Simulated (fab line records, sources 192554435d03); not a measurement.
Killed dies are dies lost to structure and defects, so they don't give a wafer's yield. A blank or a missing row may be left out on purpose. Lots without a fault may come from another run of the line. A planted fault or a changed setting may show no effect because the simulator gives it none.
fab line records | flow n5_finfet
record lots=24 wafers=72 last_day=18
route steps=1938 shown BEOL_M1@790
lots that met no fault: from a run of the same line without faults
start_h: hours from the record's first day to the start of the lot's first wafer shown | wait_h: hours since the lot's step before | " the same as in the row above | L1.1+2: a row that stands for several wafers | - no value, or no start given | * or withheld: withheld | < > ~ a bound
route shown NAME@n: a module of which the file shows steps, and the number in the route of the first | usual: mean/standard deviation of fault-free wafers | same: alike in all rows | chamber/n: place in a boat | sites: the reading at each site | _std_site: their standard deviation | _edge_site: outer sites' mean less inner sites' | radius_mm: how far each site lies from the wafer's centre | mask NAME#n: copy n | behind: the tool/chamber that last shaped the wafer | hold: why the lot was held/for how many hours/how that ended | device: the transistor (n, p or np) that didn't switch | end of line: the same wafers' tests at the end of the route | a step without rows: its recipe alone | killed: dies lost to structure and defects at the first sort, not the wafer's yield | map: a wafer's dies, x killed, . not, _ none there
set.NAME: the setting as run; set.NAME@STEP: as run at that earlier step | model.NAME: the simulator's own value behind a step, which no gauge read
steps of the route over a sample of lots; a table a step, a row a wafer
services: from which hour (start_h, from the record's first day; less than 0 if before it) a tool's chamber was out of use, for how many hours, and why
## steps
# step N5_BEOL_M1_ETCH_77
# recipe chemistry=N2/H2 target=underlayer target_depth_a=65 mask_material=CAR-EUV time_s=5.2 ion_energy_ev=200 pressure_mtorr=30 source_w=840 bias_w=150 n2_flow_sccm=200 h2_flow_sccm=200 ends=cleared
# usual drypump_motor_current_A=5.42/0.27 etch_rf_on_time_s=5.15/0.11 oes_product_au=0.66/0.083 rf_vpp_V=524.9/2 showerhead_plenum_p_Torr=2.58/0.063 throttle_valve_pct=17.9/0.31
# columns lot.wafer tool chamber start_h wait_h drypump_motor_current_A etch_rf_on_time_s oes_product_au rf_hours_counter_h rf_vpp_V showerhead_plenum_p_Torr throttle_valve_pct
L074.2 rie_diel-06 1 120.93 0.0 5.47 5.14 0.60 231 527.3 2.62 18.0
L074.3 " 3 " " 5.35 5.27 0.63 144 524.0 2.55 18.0
L074.6 " 1 " " 5.48 5.18 0.59 - 526.0 2.62 18.0
L075.2 rie_diel-05 3 131.39 0.0 5.33 5.07 0.66 143 523.5 2.54 17.9
L075.4 " 0 " " 5.01 5.31 0.59 235 526.4 2.64 18.3
L075.5 " 1 " " 5.48 5.08 0.82 - 524.5 2.50 17.3
L076.1 rie_diel-05 3 137.38 0.0 5.32 5.14 0.64 144 523.6 2.54 18.0
L076.4 " 1 " " 5.48 5.09 0.82 9 523.7 2.50 17.4
L076.5 " 3 " " 5.31 5.12 0.63 - 523.7 2.54 18.0
L077.3 rie_diel-06 3 143.15 0.0 5.34 5.23 0.62 153 522.9 2.55 18.1
L077.5 " 1 " " 5.44 5.20 0.58 - 524.6 2.61 18.0
L077.6 " 0 " " 5.12 5.12 0.65 - 528.8 2.68 17.9
L078.1 rie_diel-05 3 156.41 0.0 5.34 5.11 0.64 150 526.2 2.53 18.0
L078.2 " 1 " " 5.45 5.03 0.81 14 522.5 2.49 17.4
L078.5 " 0 " " 5.02 5.25 0.58 - 524.6 2.63 18.3
L079.2 rie_diel-06 1 161.66 0.0 5.45 5.18 0.58 246 526.9 2.61 18.0
L079.3 " 3 " " 5.31 5.18 0.63 160 523.6 2.55 18.1
L079.6 " 0 " " 5.10 5.11 0.64 - 527.6 2.67 17.9
L080.2 rie_diel-06 2 162.06 0.0 5.93 5.23 0.65 185 525.0 2.55 18.5
L080.3 " 0 " " 5.11 5.07 0.64 144 527.8 2.67 17.9
L080.5 " 1 " " 5.46 5.18 0.59 - 524.8 2.61 18.0
L081.1 rie_diel-06 2 166.28 0.0 5.93 5.28 0.64 185 524.4 2.55 18.5
L081.3 " 3 " " 5.35 5.24 0.62 161 523.7 2.55 18.1
L081.6 " 3 " " 5.34 5.28 0.62 - 524.0 2.55 18.1
L082.3 rie_diel-03 2 168.91 0.0 5.23 5.30 0.58 226 523.3 2.51 18.1
L082.5 " 1 " " 5.29 5.20 0.69 - 528.6 2.68 17.6
L082.6 " 2 " " 5.21 5.31 0.58 - 523.2 2.51 18.1
L083.1 rie_diel-03 3 172.61 0.0 5.18 5.16 0.59 239 526.5 2.63 18.3
L083.2 " 1 " " 5.30 5.21 0.71 56 527.2 2.68 17.6
L083.6 " 0 " " 5.95 5.29 0.61 - 525.0 2.52 17.5
L084.1 rie_diel-05 3 177.54 0.0 5.35 5.11 0.64 158 523.1 2.53 18.0
L084.4 " 1 " " 5.47 5.14 0.79 22 524.6 2.49 17.4
L084.5 " 1 " " 5.47 5.18 0.79 - 522.8 2.49 17.4
L085.1 rie_diel-06 2 188.73 0.0 5.89 5.15 0.63 195 521.9 2.55 18.5
L085.3 " 3 " " 5.35 5.19 0.61 171 523.4 2.54 18.1
L085.6 " 0 " " 5.10 4.99 0.64 - 526.8 2.67 17.9
L086.3 rie_diel-05 1 197.33 0.0 5.46 5.11 0.78 29 522.9 2.49 17.4
L086.4 " 2 " " 5.73 4.91 0.82 - 526.5 2.60 17.6
L086.5 " 1 " " 5.45 5.10 0.78 - 522.5 2.49 17.4
L087.2 rie_diel-05 3 202.19 0.0 5.34 5.15 0.62 167 524.2 2.53 18.0
L087.3 " 2 " " 5.73 4.97 0.82 11 524.0 2.60 17.7
L087.5 " 3 " " 5.33 5.19 0.63 - 523.1 2.53 18.0
L088.3 rie_diel-05 2 207.11 0.0 5.66 4.96 0.81 13 525.6 2.60 17.7
L088.5 " 2 " " 5.70 4.96 0.82 - 525.3 2.60 17.7
L088.6 " 1 " " 5.44 5.13 0.77 - 522.4 2.49 17.4
L089.1 rie_diel-05 1 210.66 0.0 5.50 5.13 0.76 35 521.4 2.49 17.4
L089.2 " 2 " " 5.68 4.95 0.80 15 524.4 2.60 17.7
L089.3 " 3 " " 5.31 5.16 0.62 170 524.7 2.53 18.0
L090.2 rie_diel-06 2 215.24 0.0 5.93 5.14 0.62 203 524.2 2.55 18.5
L090.3 " 0 " " 5.08 5.06 0.63 162 527.6 2.67 17.9
L090.4 " 1 " " 5.44 5.01 0.81 6 525.6 2.61 17.6
L091.1 rie_diel-03 2 230.36 0.0 5.25 5.30 0.57 245 521.5 2.50 18.1
L091.2 " 0 " " 5.95 5.40 0.59 207 523.6 2.51 17.5
L091.4 " 2 " " 5.28 5.24 0.56 - 522.6 2.50 18.1
L092.1 rie_diel-06 0 230.72 0.0 5.07 5.11 0.61 166 527.6 2.66 17.9
L092.2 " 3 " " 5.33 5.21 0.61 182 522.9 2.54 18.1
L092.3 " 1 " " 5.43 5.05 0.80 10 527.0 2.60 17.5
L093.1 rie_diel-05 1 244.04 0.0 5.45 5.15 0.76 43 522.7 2.48 17.4
L093.3 " 2 " " 5.70 4.99 0.79 24 527.1 2.60 17.7
L093.5 " 2 " " 5.70 4.96 0.79 - 525.9 2.60 17.7
L094.1 rie_diel-06 2 247.76 0.0 5.89 5.20 0.62 207 525.4 2.54 18.5
L094.4 " 3 " " 5.33 5.22 0.60 187 523.4 2.54 18.1
L094.5 " 0 " " 5.09 5.09 0.61 - 525.6 2.66 17.9
L095.2 rie_diel-06 3 254.15 0.0 5.35 5.24 0.60 190 523.2 2.54 18.1
L095.3 " 0 " " 5.08 5.10 0.62 174 523.1 2.66 18.0
L095.6 " 0 " " 5.07 5.09 0.62 - 525.9 2.66 18.0
L096.1 rie_diel-06 2 257.17 0.0 5.91 5.18 0.62 211 524.2 2.54 18.5
L096.3 " 3 " " 5.30 5.22 0.59 191 521.1 2.53 18.1
L096.4 " 1 " " 5.46 5.04 0.77 19 525.4 2.60 17.6
L097.3 rie_diel-03 0 265.59 0.0 5.95 5.38 0.58 - 524.9 2.50 17.6
L097.5 " 0 " " 5.94 5.39 0.59 - 524.3 2.50 17.6
L097.6 " 1 " " 5.29 5.26 0.66 - 529.2 2.66 17.6
# step N5_BEOL_M1_ETCH_41
# recipe chemistry=CH3F/O2 target=SiCN target_depth_a=319 taper_deg=2 time_s=57.8 ion_energy_ev=120 mask_material=TiN pressure_mtorr=30 source_w=395 bias_w=75 Ar_flow_sccm=150 CH3F_flow_sccm=30 O2_flow_sccm=20
# usual CH3F_flow_sccm=30.00/0.092 drypump_motor_current_A=5.43/0.28 oes_product_au=0.77/0.1 rf_vpp_V=297.8/1.3 showerhead_plenum_p_Torr=2.02/0.058 throttle_valve_pct=16.30/0.24
# columns lot.wafer tool chamber start_h wait_h CH3F_flow_sccm drypump_motor_current_A oes_product_au rf_hours_counter_h rf_vpp_V showerhead_plenum_p_Torr throttle_valve_pct
L074.2 rie_diel-05 1 - - 29.85 5.45 0.97 8 298.0 1.96 15.79
L074.3 " 0 " " 30.02 5.02 0.68 235 297.7 2.05 16.67
L074.6 " 1 " " 30.06 5.45 0.98 - 297.4 1.96 15.80
L075.2 rie_diel-05 1 - - 29.94 5.48 0.97 8 297.1 1.96 15.79
L075.4 " 2 " " 29.93 5.69 0.70 243 297.2 2.07 16.45
L075.5 " 1 " " 29.97 5.46 0.96 - 296.2 1.96 15.80
L076.1 rie_diel-05 0 - - 30.02 5.03 0.68 237 297.4 2.05 16.68
L076.4 " 2 " " 29.90 5.70 0.71 245 298.9 2.07 16.44
L076.5 " 2 " " 29.82 5.68 0.70 - 297.3 2.07 16.46
L077.3 rie_diel-05 1 - - 30.17 5.46 0.96 11 297.6 1.96 15.81
L077.5 " 1 " " 29.92 5.48 0.96 - 294.9 1.96 15.81
L077.6 " 2 " " 30.33 5.70 0.70 - 297.9 2.07 16.45
L078.1 rie_diel-03 1 - - 30.06 5.29 0.83 55 299.9 2.13 16.31
L078.2 " 0 " " 30.07 5.92 0.71 188 297.3 1.98 16.11
L078.5 " 2 " " 29.92 5.24 0.70 - 297.1 1.98 16.49
L079.2 rie_diel-03 1 - - 29.83 5.28 0.83 56 300.5 2.13 16.29
L079.3 " 0 " " 29.97 5.93 0.72 189 297.9 1.98 16.11
L079.6 " 0 " " 30.04 5.94 0.72 - 299.3 1.98 16.13
L080.2 rie_diel-06 2 - - 30.07 5.90 0.74 188 295.7 1.98 16.61
L080.3 " 3 " " 30.13 5.32 0.71 164 296.9 2.00 16.48
L080.5 " 1 " " 29.91 5.40 0.68 - 297.5 2.06 16.62
L082.3 rie_diel-03 0 - - 29.95 5.94 0.71 189 297.6 1.98 16.12
L082.5 " 0 " " 29.89 5.94 0.71 - 297.6 1.98 16.11
L082.6 " 3 " " 30.06 5.14 0.69 - 297.9 2.05 16.62
L081.1 rie_diel-03 0 - - 29.86 5.94 0.71 190 296.6 1.98 16.11
L081.3 " 1 " " 29.97 5.29 0.82 56 298.8 2.13 16.29
L081.6 " 0 " " 30.05 5.94 0.72 - 298.0 1.98 16.11
L083.1 rie_diel-03 2 - - 30.06 5.22 0.69 228 295.3 1.97 16.48
L083.2 " 0 " " 30.04 5.92 0.71 190 296.3 1.98 16.11
L083.6 " 1 " " 29.84 5.30 0.82 - 299.5 2.13 16.31
L084.1 rie_diel-05 0 - - 30.12 5.03 0.68 249 297.9 2.05 16.70
L084.4 " 2 " " 30.01 5.70 0.99 3 298.0 2.06 16.02
L084.5 " 3 " " 29.84 5.31 0.74 - 297.4 1.99 16.35
L085.1 rie_diel-03 3 - - 30.03 5.14 0.69 244 299.3 2.04 16.62
L085.3 " 0 " " 30.00 5.93 0.71 194 296.3 1.98 16.12
L085.6 " 0 " " 30.02 5.93 0.71 - 297.2 1.98 16.13
L086.3 rie_diel-03 3 - - 30.05 5.15 0.68 248 298.6 2.04 16.61
L086.4 " 2 " " 30.04 5.24 0.68 236 296.1 1.97 16.50
L086.5 " 2 " " 29.98 5.26 0.68 - 296.6 1.97 16.50
L087.2 rie_diel-05 2 - - 30.10 5.69 0.95 13 298.0 2.06 16.04
L087.3 " 3 " " 30.06 5.30 0.73 168 296.8 1.99 16.38
L087.5 " 3 " " 30.04 5.30 0.73 - 298.6 1.99 16.38
L088.3 rie_diel-05 2 - - 30.08 5.69 0.95 14 297.8 2.06 16.05
L088.5 " 2 " " 30.09 5.70 0.95 - 296.9 2.06 16.06
L088.6 " 1 " " 30.06 5.46 0.90 - 295.7 1.95 15.83
L089.1 rie_diel-03 1 - - 29.95 5.28 0.80 69 298.8 2.13 16.34
L089.2 " 2 " " 29.94 5.27 0.67 241 296.0 1.97 16.52
L089.3 " 0 " " 29.88 5.94 0.69 203 297.8 1.98 16.13
L090.2 rie_diel-06 2 - - 30.07 5.87 0.73 203 296.4 1.98 16.62
L090.3 " 1 " " 29.87 5.44 0.95 6 297.1 2.06 16.10
L090.4 " 3 " " 29.92 5.31 0.71 180 298.7 1.99 16.52
L091.1 rie_diel-06 0 - - 30.08 5.09 0.72 167 298.0 2.08 16.30
L091.2 " 1 " " 30.12 5.45 0.93 12 298.6 2.06 16.11
L091.4 " 3 " " 29.91 5.34 0.70 - 296.0 1.99 16.52
L092.1 rie_diel-03 2 - - 30.19 5.24 0.67 247 295.8 1.97 16.52
L092.2 " 0 " " 30.10 5.92 0.69 209 297.9 1.98 16.15
L092.3 " 1 " " 29.97 5.29 0.80 76 300.1 2.13 16.33
L093.1 rie_diel-06 0 - - 29.84 5.09 0.72 171 299.0 2.08 16.30
L093.3 " 1 " " 30.03 5.47 0.92 15 297.7 2.06 16.13
L093.5 " 1 " " 29.99 5.44 0.91 - 297.5 2.06 16.12
L094.1 rie_diel-03 1 - - 30.13 5.30 0.79 79 299.2 2.13 16.35
L094.4 " 2 " " 30.03 5.28 0.66 250 297.2 1.97 16.51
L094.5 " 2 " " 30.03 5.25 0.66 - 296.7 1.97 16.53
L095.2 rie_diel-05 3 - - 30.11 5.28 0.72 184 296.9 1.98 16.41
L095.3 " 2 " " 30.07 5.68 0.91 29 298.1 2.05 16.07
L095.6 " 1 " " 29.93 5.47 0.88 - 295.9 1.94 15.88
L096.1 rie_diel-03 1 - - 30.07 5.26 0.79 83 300.8 2.12 16.36
L096.3 " 0 " " 30.07 5.93 0.68 - 296.9 1.97 16.15
L096.4 " 1 " " 29.95 5.28 0.79 - 299.9 2.12 16.35
L097.3 rie_diel-03 2 - - 30.03 5.22 0.97 0 296.1 1.97 16.05
L097.5 " 1 " " 29.96 5.29 0.79 - 299.0 2.12 16.36
L097.6 " 0 " " 30.06 5.93 0.69 - 295.9 1.97 16.18
# step N5_BEOL_M1_ALD_84
# recipe material=TaN target_thk_a=* temp_c=275 ald_precursor_family=PDMAT ald_co_reactant=NH3 pressure_torr=3 carrier_flow_sccm=1500 pulse_time_s=2 purge_time_s=3 co_reactant_purge_time_s=2 co_reactant_pulse_time_s=3 ald_cycles=30 precursor_vessel_temp_c=75 precursor_vessel_pressure_torr=26.25 precursor_vessel_carrier_sccm=1000
# usual heater_power_w=421/52 susceptor_temp_C=275.03/0.17
# columns lot.wafer tool chamber start_h wait_h heater_power_w susceptor_temp_C
L074.2 ald_metal-02 0 131.94 0.0 417 275.12
L074.3 " 1 " " 422 274.95
L074.6 " 1 " " 419 274.98
L075.2 ald_metal-04 1 133.09 0.1 447 275.00
L075.4 " 3 " " 481 275.13
L075.5 " 3 " " 495 275.08
L076.1 ald_metal-04 0 138.29 0.0 423 274.80
L076.4 " 3 " " 495 274.94
L076.5 " 2 " " 506 275.15
L077.3 ald_metal-02 3 145.74 0.2 418 275.02
L077.5 " 0 " " 420 275.10
L077.6 " 1 " " 408 275.09
L078.1 ald_metal-03 0 172.14 0.0 377 275.20
L078.2 " 2 " " 319 275.22
L078.5 " 3 " " 397 275.02
L079.2 ald_metal-02 3 173.46 0.0 417 275.16
L079.3 " 1 " " 412 275.10
L079.6 " 3 " " 411 274.72
L080.2 ald_metal-03 2 173.64 0.2 327 275.02
L080.3 " 3 " " 401 274.93
L080.5 " 0 " " 372 274.58
L082.3 ald_metal-04 2 176.30 0.0 500 275.02
L082.5 " 1 " " 456 274.66
L082.6 " 2 " " 491 274.94
L081.1 ald_metal-04 1 177.17 0.3 442 274.90
L081.3 " 0 " " 422 274.99
L081.6 " 2 " " 484 275.24
L083.1 ald_metal-04 1 180.10 0.2 436 275.25
L083.2 " 2 " " 484 275.00
L083.6 " 0 " " 433 274.81
L084.1 ald_metal-04 2 180.86 0.0 492 275.30
L084.4 " 0 " " 420 275.31
L084.5 " 3 " " 499 275.15
L085.1 ald_metal-03 0 190.30 0.0 358 274.81
L085.3 " 3 " " 403 274.75
L085.6 " 1 " " 401 275.03
L086.3 ald_metal-04 2 203.43 0.1 498 275.19
L086.4 " 1 " " 445 275.21
L086.5 " 0 " " 430 275.29
L087.2 ald_metal-04 0 207.09 0.0 424 275.11
L087.3 " 3 " " 488 275.18
L087.5 " 0 " " 420 275.34
L088.3 ald_metal-02 0 209.03 0.0 421 274.82
L088.5 " 0 " " 414 274.89
L088.6 " 3 " " 408 274.99
L089.1 ald_metal-03 0 217.09 0.1 366 275.00
L089.2 " 1 " " 389 275.11
L089.3 " 2 " " 323 274.72
L090.2 ald_metal-03 1 217.29 0.2 387 275.07
L090.3 " 2 " " 328 274.89
L090.4 " 0 " " 367 275.30
L091.1 ald_metal-04 1 236.39 0.1 439 274.98
L091.2 " 3 " " 490 274.81
L091.4 " 2 " " 499 275.17
L092.1 ald_metal-04 1 236.68 0.3 450 275.08
L092.2 " 0 " " 423 275.08
L092.3 " 2 " " 486 275.12
L093.1 ald_metal-03 1 246.44 0.1 395 274.99
L093.3 " 0 " " 368 275.18
L093.5 " 3 " " 392 274.82
L094.1 ald_metal-03 0 249.65 0.0 370 275.12
L094.4 " 2 " " 322 275.23
L094.5 " 2 " " 316 274.94
L095.2 ald_metal-04 3 258.27 0.1 494 274.98
L095.3 " 1 " " 453 274.98
L095.6 " 1 " " 444 274.94
L096.1 ald_metal-02 0 260.15 0.0 410 274.93
L096.3 " 2 " " 378 275.28
L096.4 " 1 " " 421 275.06
L097.3 ald_metal-03 0 268.05 0.1 371 274.97
L097.5 " 1 " " 388 274.97
L097.6 " 0 " " 368 275.28
# step N5_BEOL_M1_SPUTTER_94
# recipe material=Cu target_thk_a=45 temp_c=-20 chamber_pressure_pa=0.07 power_w=withheld time_s=8.29
# usual susceptor_temp_C=-20.02/0.11 throttle_valve_pct=29.4/1.2
# columns lot.wafer tool chamber start_h wait_h susceptor_temp_C throttle_valve_pct
L074.2 pvd_sputter-01 - 134.76 0.1 -19.99 30.0
L074.3 " - " " -20.12 30.4
L074.6 " - " " -19.92 29.4
L075.2 pvd_sputter-02 - 135.77 0.1 -19.90 28.0
L075.4 " - " " -19.87 30.0
L075.5 " - " " -20.04 30.4
L076.1 pvd_sputter-01 - 140.43 0.1 -20.04 30.2
L076.4 " - " " -19.84 30.4
L076.5 " - " " -19.99 30.3
L077.3 pvd_sputter-03 - 148.02 0.1 -19.85 29.1
L077.5 " - " " -20.11 29.5
L077.6 " - " " -19.83 27.1
L078.1 pvd_sputter-02 - 174.63 0.1 -19.87 30.4
L078.2 " - " " -19.92 30.9
L078.5 " - " " -20.05 29.6
L079.2 pvd_sputter-03 - 175.60 0.1 -20.04 27.5
L079.3 " - " " -20.16 29.7
L079.6 " - " " -20.14 29.6
L080.2 pvd_sputter-02 - 176.67 0.1 -19.93 31.1
L080.3 " - " " -20.08 29.8
L080.5 " - " " -19.87 29.9
L082.3 pvd_sputter-03 - 178.46 0.1 -20.04 29.5
L082.5 " - " " -20.05 27.4
L082.6 " - " " -19.99 29.2
L081.1 pvd_sputter-02 - 180.71 0.1 -19.99 30.1
L081.3 " - " " -20.01 28.1
L081.6 " - " " -19.99 30.8
L083.1 pvd_sputter-03 - 182.14 0.1 -19.92 30.3
L083.2 " - " " -20.01 29.6
L083.6 " - " " -19.92 29.6
L084.1 pvd_sputter-02 - 183.01 0.1 -20.40 29.8
L084.4 " - " " -20.10 30.6
L084.5 " - " " -20.28 29.7
L085.1 pvd_sputter-03 - 192.38 0.1 -19.90 30.7
L085.3 " - " " -20.04 27.5
L085.6 " - " " -19.94 27.7
L086.3 pvd_sputter-02 - 206.13 0.1 -19.94 30.0
L086.4 " - " " -19.92 28.3
L086.5 " - " " -20.08 28.1
L087.2 pvd_sputter-01 - 209.84 0.1 -20.07 27.3
L087.3 " - " " -20.28 29.7
L087.5 " - " " -20.13 30.0
L088.3 pvd_sputter-03 - 211.07 0.1 -19.86 27.2
L088.5 " - " " -19.89 27.5
L088.6 " - " " -20.16 29.9
L089.1 pvd_sputter-03 - 219.15 0.1 -20.00 30.1
L089.2 " - " " -19.96 29.2
L089.3 " - " " -20.17 29.6
L090.2 pvd_sputter-03 - 220.99 0.1 -19.98 30.2
L090.3 " - " " -19.93 27.2
L090.4 " - " " -19.89 29.3
L091.1 pvd_sputter-02 - 238.57 0.1 -20.09 30.7
L091.2 " - " " -20.01 28.2
L091.4 " - " " -19.92 30.2
L092.1 pvd_sputter-01 - 238.89 0.1 -19.93 29.6
L092.2 " - " " -19.92 29.9
L092.3 " - " " -20.06 27.2
L093.1 pvd_sputter-03 - 248.43 0.1 -20.06 29.5
L093.3 " - " " -19.85 29.4
L093.5 " - " " -20.08 29.5
L094.1 pvd_sputter-03 - 252.29 0.1 -20.12 30.1
L094.4 " - " " -20.02 29.7
L094.5 " - " " -20.03 27.2
L095.2 pvd_sputter-02 - 261.21 0.1 -20.03 29.9
L095.3 " - " " -20.05 30.9
L095.6 " - " " -20.04 30.3
L096.1 pvd_sputter-03 - 263.87 0.1 -20.09 29.7
L096.3 " - " " -20.02 29.4
L096.4 " - " " -20.18 27.4
L097.3 pvd_sputter-02 - 270.11 0.1 -20.00 28.2
L097.5 " - " " -20.01 31.0
L097.6 " - " " -20.23 28.0
# step N5_BEOL_M1_SPUTTER_96
# recipe material=Cu target_thk_a=45 temp_c=-20 chamber_pressure_pa=0.07 power_w=withheld time_s=8.29
# usual susceptor_temp_C=-19.99/0.1 throttle_valve_pct=29.3/1.2
# columns lot.wafer tool chamber start_h wait_h susceptor_temp_C throttle_valve_pct
L074.2 pvd_sputter-01 - 134.98 0.1 -20.02 30.0
L074.3 " - " " -19.89 30.1
L074.6 " - " " -19.93 29.3
L075.2 pvd_sputter-02 - 135.99 0.1 -20.05 28.0
L075.4 " - " " -19.97 29.7
L075.5 " - " " -20.09 30.1
L076.1 pvd_sputter-01 - 140.65 0.1 -20.10 30.1
L076.4 " - " " -20.11 30.2
L076.5 " - " " -20.13 30.2
L077.3 pvd_sputter-03 - 148.24 0.1 -20.01 29.1
L077.5 " - " " -20.02 29.5
L077.6 " - " " -20.02 27.2
L078.1 pvd_sputter-02 - 174.85 0.1 -19.89 30.2
L078.2 " - " " -20.07 31.0
L078.5 " - " " -19.90 30.0
L079.2 pvd_sputter-03 - 175.82 0.1 -20.15 27.4
L079.3 " - " " -19.94 29.7
L079.6 " - " " -19.93 29.7
L080.2 pvd_sputter-02 - 176.89 0.1 -20.10 30.8
L080.3 " - " " -19.83 30.0
L080.5 " - " " -19.84 29.8
L082.3 pvd_sputter-03 - 178.68 0.1 -20.09 29.5
L082.5 " - " " -19.93 27.4
L082.6 " - " " -19.93 29.0
L081.1 pvd_sputter-02 - 180.93 0.1 -19.98 30.3
L081.3 " - " " -19.98 28.3
L081.6 " - " " -19.82 30.7
L083.1 pvd_sputter-03 - 182.36 0.1 -20.11 30.3
L083.2 " - " " -19.96 29.7
L083.6 " - " " -20.13 29.7
L084.1 pvd_sputter-02 - 183.23 0.1 -20.00 29.8
L084.4 " - " " -20.04 30.4
L084.5 " - " " -20.13 29.9
L085.1 pvd_sputter-03 - 192.60 0.1 -19.83 30.4
L085.3 " - " " -19.93 27.3
L085.6 " - " " -19.90 27.5
L086.3 pvd_sputter-02 - 206.35 0.1 -20.03 30.1
L086.4 " - " " -19.98 28.0
L086.5 " - " " -19.87 27.9
L087.2 pvd_sputter-01 - 210.06 0.1 -19.84 27.1
L087.3 " - " " -19.86 29.8
L087.5 " - " " -19.84 30.2
L088.3 pvd_sputter-03 - 211.29 0.1 -19.96 27.2
L088.5 " - " " -19.97 27.2
L088.6 " - " " -20.14 29.7
L089.1 pvd_sputter-03 - 219.37 0.1 -20.08 30.2
L089.2 " - " " -19.96 29.2
L089.3 " - " " -19.93 29.4
L090.2 pvd_sputter-03 - 221.21 0.1 -19.97 30.6
L090.3 " - " " -20.00 27.4
L090.4 " - " " -20.11 29.4
L091.1 pvd_sputter-02 - 238.79 0.1 -20.22 30.9
L091.2 " - " " -20.10 27.9
L091.4 " - " " -19.80 30.4
L092.1 pvd_sputter-01 - 239.11 0.1 -19.92 29.6
L092.2 " - " " -20.15 29.8
L092.3 " - " " -20.00 27.3
L093.1 pvd_sputter-03 - 248.65 0.1 -20.06 29.6
L093.3 " - " " -20.08 29.1
L093.5 " - " " -19.88 29.1
L094.1 pvd_sputter-03 - 252.51 0.1 -19.91 30.2
L094.4 " - " " -20.00 29.7
L094.5 " - " " -20.04 27.2
L095.2 pvd_sputter-02 - 261.43 0.1 -19.92 29.7
L095.3 " - " " -20.02 30.8
L095.6 " - " " -19.85 30.1
L096.1 pvd_sputter-03 - 264.09 0.1 -19.87 29.5
L096.3 " - " " -20.18 29.1
L096.4 " - " " -20.00 27.5
L097.3 pvd_sputter-02 - 270.33 0.1 -19.97 27.8
L097.5 " - " " -19.84 30.9
L097.6 " - " " -19.99 28.0
# step N5_BEOL_M1_ANNEAL_51
# recipe temp_c=225 time_s=90 ambient=N2
# usual wafer_temp_C_max=226.4/0.34
# columns lot.wafer tool chamber start_h wait_h wafer_temp_C_max
L074.2 rtp_anneal-02 0 135.22 0.1 226.0
L074.3 " 0 " " 226.0
L074.6 " 0 " " 225.8
L075.2 rtp_anneal-01 0 136.24 0.1 226.0
L075.4 " 0 " " 226.3
L075.5 " 0 " " 226.3
L076.1 rtp_anneal-01 0 140.94 0.2 227.0
L076.4 " 0 " " 226.1
L076.5 " 0 " " 226.7
L077.3 rtp_anneal-01 0 148.52 0.1 226.9
L077.5 " 0 " " 227.0
L077.6 " 0 " " 226.8
L078.1 rtp_anneal-01 0 175.05 0.1 226.3
L078.2 " 0 " " 226.5
L078.5 " 0 " " 226.9
L079.2 rtp_anneal-01 0 176.17 0.2 226.5
L079.3 " 0 " " 226.0
L079.6 " 0 " " 226.4
L080.2 rtp_anneal-01 0 177.84 0.8 226.0
L080.3 " 0 " " 226.3
L080.5 " 0 " " 226.7
L082.3 rtp_anneal-01 0 178.96 0.1 226.6
L082.5 " 0 " " 227.0
L082.6 " 0 " " 226.0
L081.1 rtp_anneal-02 0 181.13 0.1 226.1
L081.3 " 0 " " 226.0
L081.6 " 0 " " 226.7
L083.1 rtp_anneal-01 0 182.57 0.1 227.1
L083.2 " 0 " " 226.7
L083.6 " 0 " " 226.8
L084.1 rtp_anneal-02 0 183.43 0.1 226.5
L084.4 " 0 " " 226.2
L084.5 " 0 " " 226.8
L085.1 rtp_anneal-01 0 192.79 0.1 226.2
L085.3 " 0 " " 226.4
L085.6 " 0 " " 226.1
L086.3 rtp_anneal-02 0 206.64 0.1 226.7
L086.4 " 0 " " 226.8
L086.5 " 0 " " 226.6
L087.2 rtp_anneal-02 0 210.30 0.1 226.8
L087.3 " 0 " " 227.0
L087.5 " 0 " " 226.4
L088.3 rtp_anneal-01 0 211.69 0.2 226.1
L088.5 " 0 " " 226.7
L088.6 " 0 " " 226.5
L089.1 rtp_anneal-02 0 219.57 0.1 226.6
L089.2 " 0 " " 226.1
L089.3 " 0 " " 226.5
L090.2 rtp_anneal-01 0 221.45 0.1 226.6
L090.3 " 0 " " 226.0
L090.4 " 0 " " 226.6
L091.1 rtp_anneal-02 0 239.00 0.1 226.5
L091.2 " 0 " " 227.0
L091.4 " 0 " " 226.1
L092.1 rtp_anneal-02 0 239.39 0.1 227.7
L092.2 " 0 " " 226.7
L092.3 " 0 " " 226.9
L093.1 rtp_anneal-01 0 248.85 0.1 226.6
L093.3 " 0 " " 226.3
L093.5 " 0 " " 226.4
L094.1 rtp_anneal-01 0 252.91 0.3 227.1
L094.4 " 0 " " 226.3
L094.5 " 0 " " 226.5
L095.2 rtp_anneal-02 0 261.67 0.1 226.2
L095.3 " 0 " " 226.5
L095.6 " 0 " " 226.8
L096.1 rtp_anneal-02 0 264.28 0.1 226.7
L096.3 " 0 " " 226.3
L096.4 " 0 " " 226.4
L097.3 rtp_anneal-01 0 270.62 0.1 226.5
L097.5 " 0 " " 226.6
L097.6 " 0 " " 226.3
## services
# columns tool chamber start_h hours kind
ald_metal-04 - 101.88 8.7 pm
rie_diel-06 2 118.80 26.8 repair
pvd_sputter-03 - 122.25 3.7 repair
ald_metal-03 - 131.28 14.6 pm
pvd_sputter-03 - 152.34 6.3 repair
ald_metal-02 - 153.04 1.9 repair
rie_diel-05 2 156.15 - clean
rie_diel-05 2 156.15 - consumable_replace:focus_ring
pvd_sputter-03 - 160.23 10.0 repair
rie_diel-06 0 169.70 4.3 repair
rie_diel-05 0 183.06 - clean
rie_diel-05 - 184.13 1.2 repair
rie_diel-03 3 207.89 9.7 repair
ald_metal-02 - 216.21 2.8 pm
rie_diel-03 - 223.67 1.2 repair
ald_metal-02 - 224.08 0.3 repair
ald_metal-03 3 224.77 1.5 repair
rie_diel-06 3 226.39 4.2 repair
rie_diel-06 2 227.03 16.7 repair
pvd_sputter-02 - 239.55 2.6 repair
rie_diel-03 - 252.99 2.8 pm
rie_diel-03 3 257.10 10.3 repair
rtp_anneal-01 - 262.45 4.9 pm
ald_metal-03 3 270.75 2.6 repair
## key
fault none
